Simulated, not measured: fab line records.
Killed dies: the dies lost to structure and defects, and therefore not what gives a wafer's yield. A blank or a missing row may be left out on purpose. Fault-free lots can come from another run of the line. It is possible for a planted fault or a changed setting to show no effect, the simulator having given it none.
A struck lot beside a sound one ; flow nand-harc ; 18 out of 1302 route steps
Sound: these wafers, L992.1, L992.2, L992.6. Wafers L998.3, L998.5, L998.6 were the ones struck. Last of all comes the cause.
Each step with rows lists, per side, the tool, then ch with its chambers, then its first start. Under that, the readings that differ: sound wafers ; struck wafers ; difference of the means ; sigmas: that difference in standard deviations of wafers without a fault.
alike: words and numbers the same on both sides, and readings whose means are apart by under 2 such deviations; not compared: readings that were withheld, readings missing a value for some wafer, numbers with overlapping values and no deviation given by the record, and bounds like >300 which may hide the same value.
The two part at a step that has a row with sigmas, a row that says differs or no value, or rows on one side only. Numbers that have no deviation but don't overlap get no sigmas and don't part them. A reading that every wafer of one side lacks parts them only if that side has two wafers or more.

NHARC_P_ZERO_WELL_CD_MEAS_24 targets a cd of 720 nm.
  sound on cd-sem-02 ch 0, day 1 22:31; struck on cd-sem-03 ch 0, day 4 10:53
  alike: cd-nm
then, 1 step without rows for these wafers: NHARC_P_ZERO_WELL_HARDBAKE_25 (time 80 s).
NHARC_P_ZERO_WELL_DESCUM_26: chemistry O2, time 3 s.
  sound on rie-diel-11 ch 1,2, day 1 22:41; struck on rie-diel-08 ch 0,1,2, day 4 11:04
  alike: drypump-motor-current-A, o2-flow-sccm, oes-product-au, rf-vpp-V, showerhead-plenum-p-Torr, throttle-valve-pct
  not compared: rf-hours-counter-h
then, 9 steps without rows for these wafers: NHARC_P_ZERO_WELL_IMPLANT_27; NHARC_P_ZERO_WELL_IMPLANT_57; NHARC_P_ZERO_WELL_IMPLANT_58; NHARC_P_ZERO_WELL_STRIP_28 (strips in SPM, time 840 s); NHARC_P_ZERO_WELL_DEHYDRATE_29 (time 120 s); NHARC_P_ZERO_WELL_HMDS_30 (time 30 s); NHARC_P_ZERO_WELL_COAT_31; NHARC_P_ZERO_WELL_SOFTBAKE_32 (time 95 s); NHARC_P_ZERO_WELL_EBR_33.
NHARC_P_ZERO_WELL_EXPOSE_34: exposes mask P PWELL, target cd 720 nm.
  sound on krf-scanner-04 ch 0, day 1 23:59; struck on krf-scanner-03 ch 0, day 4 12:16
reading;sound;struck;difference;sigmas
mask;P_PWELL#0 P_PWELL#0 P_PWELL#0;P_HVPW#0 P_HVPW#0 P_HVPW#0;differs;
then, 2 steps without rows for these wafers: NHARC_P_ZERO_WELL_PEB_35 (peb time 85 s); NHARC_P_ZERO_WELL_DEVELOP_36 (time 70 s).
NHARC_P_ZERO_WELL_CD_MEAS_37 targets a cd of 720 nm.
  sound on cd-sem-01 ch 0, day 2 00:09; struck on cd-sem-02 ch 0, day 4 12:25
reading;sound;struck;difference;sigmas
cd-nm (nm);716.1 717.4 715.3;- - -;no value on the struck wafers;
then, 1 step without rows for these wafers: NHARC_P_ZERO_WELL_HARDBAKE_38 (time 80 s).
-- break in the record here, with 22 days between the starts of the struck wafers on either side (left off in module P_ZERO_WELL, picked up again in module END, where the first step shown is number 1302 on the route) --
NHARC_END_SORT_01:
  sound on prober-01 ch 0, day 25 09:44; struck on prober-01 ch 0, day 26 02:07
reading;sound;struck;difference;sigmas
hold;- - -;await-dispo/3.9h/scrap await-dispo/3.9h/scrap await-dispo/3.9h/scrap;no value on the sound wafers;
killed-at-periphery;4 4 2;658 653 646;+649;+99 or more
killed-dies;39 38 30;677 677 677;+641;+64
  alike: killed-at-array, killed-at-other, killed-open, killed-short

WHERE THEY PART
Last at NHARC_END_SORT_01 as far as this record goes, first at NHARC_P_ZERO_WELL_EXPOSE_34.

WHY: what had been put in by the simulator
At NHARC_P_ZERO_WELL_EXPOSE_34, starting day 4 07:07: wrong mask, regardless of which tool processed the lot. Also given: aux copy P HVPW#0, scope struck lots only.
